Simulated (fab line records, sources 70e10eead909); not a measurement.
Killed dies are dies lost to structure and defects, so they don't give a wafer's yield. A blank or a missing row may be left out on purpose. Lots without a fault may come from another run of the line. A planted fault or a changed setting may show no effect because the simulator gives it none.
A struck lot beside a sound one | flow nand_harc | 13 steps out of a route of 1302
Sound: wafers L180.1, L180.4, L180.5. Struck: wafers L196.1, L196.2, L196.5. The cause comes at the end.
At each step with rows: each side's tool, then ch and its chambers, then its first start. Under that, the readings that differ: sound wafers | struck wafers | difference of the means | sigmas: that difference in standard deviations of wafers without a fault.
alike: readings whose means differ by less than 2 such deviations, and words and numbers that are the same on both sides. not compared: withheld readings, readings that some wafer has no value for, bounds like >300 that may hide the same value, and numbers for which the record gives no deviation and whose values overlap.
The two part at a step that has a row with sigmas, a row that says differs or no value, or rows on one side only. Numbers that don't overlap but have no deviation are shown without sigmas and don't part them. A reading that every wafer of one side lacks parts them only if that side has two wafers or more.

first, 1 step without rows for these wafers: NHARC_A_ONON_D1_DEP_19 (target thk 1000 nm).
NHARC_A_ONON_D1_THK_MEAS_21: measures by ellipsometry.
  sound on film_metro-01, day 8 10:14; struck on film_metro-02, day 14 23:14
  alike: thk_nm
then, 1 step without rows for these wafers: NHARC_A_ONON_D1_DEP_22 (target thk 1000 nm).
NHARC_A_ONON_D1_THK_MEAS_24: measures by ellipsometry.
  sound on film_metro-02, day 8 10:48; struck on film_metro-01, day 14 23:49
  alike: thk_nm
then, 1 step without rows for these wafers: NHARC_A_ONON_D1_DEP_25 (target thk 1000 nm).
NHARC_A_ONON_D1_THK_MEAS_27: measures by ellipsometry.
  sound on film_metro-02, day 8 11:22; struck on film_metro-01, day 15 00:23
  alike: thk_nm
then, 1 step without rows for these wafers: NHARC_A_ONON_D1_DEP_28 (target thk 1000 nm).
NHARC_A_ONON_D1_THK_MEAS_30: measures by ellipsometry.
  sound on film_metro-02, day 8 11:55; struck on film_metro-02, day 15 00:56
  alike: thk_nm
NHARC_A_ONON_D1_DEP_33: deposits SiO2, target thk 200 nm.
  sound on pecvd-01 ch 0,1, day 8 12:04; struck on pecvd-03 ch 0,1, day 15 01:00
  alike: heater_power_w, throttle_valve_pct
NHARC_A_ONON_D1_THK_MEAS_34: measures by ellipsometry.
  sound on film_metro-02, day 8 12:23; struck on film_metro-01, day 15 01:25
  alike: thk_nm
NHARC_A_ONON_D1_INSPECT_32:
  sound on defect_inspect-02, day 8 12:29; struck on defect_inspect-02, day 15 01:29
  alike: raw_defect_count
NHARC_A_CHANNEL_HOLE_D1_DEP_00: deposits aC, target thk 3100 nm.
  sound on acl_dep-02 ch 0, day 8 12:52; struck on acl_dep-03 ch 0, day 15 04:25
  alike: throttle_valve_pct
NHARC_A_CHANNEL_HOLE_D1_DEP_01: deposits SiON, target thk 140 nm.
  sound on pecvd-01 ch 0,2, day 8 14:50; struck on pecvd-04 ch 0,2, day 15 06:17
  alike: heater_power_w

WHERE THEY PART
Nowhere in this record.

WHY: what the simulator had put in
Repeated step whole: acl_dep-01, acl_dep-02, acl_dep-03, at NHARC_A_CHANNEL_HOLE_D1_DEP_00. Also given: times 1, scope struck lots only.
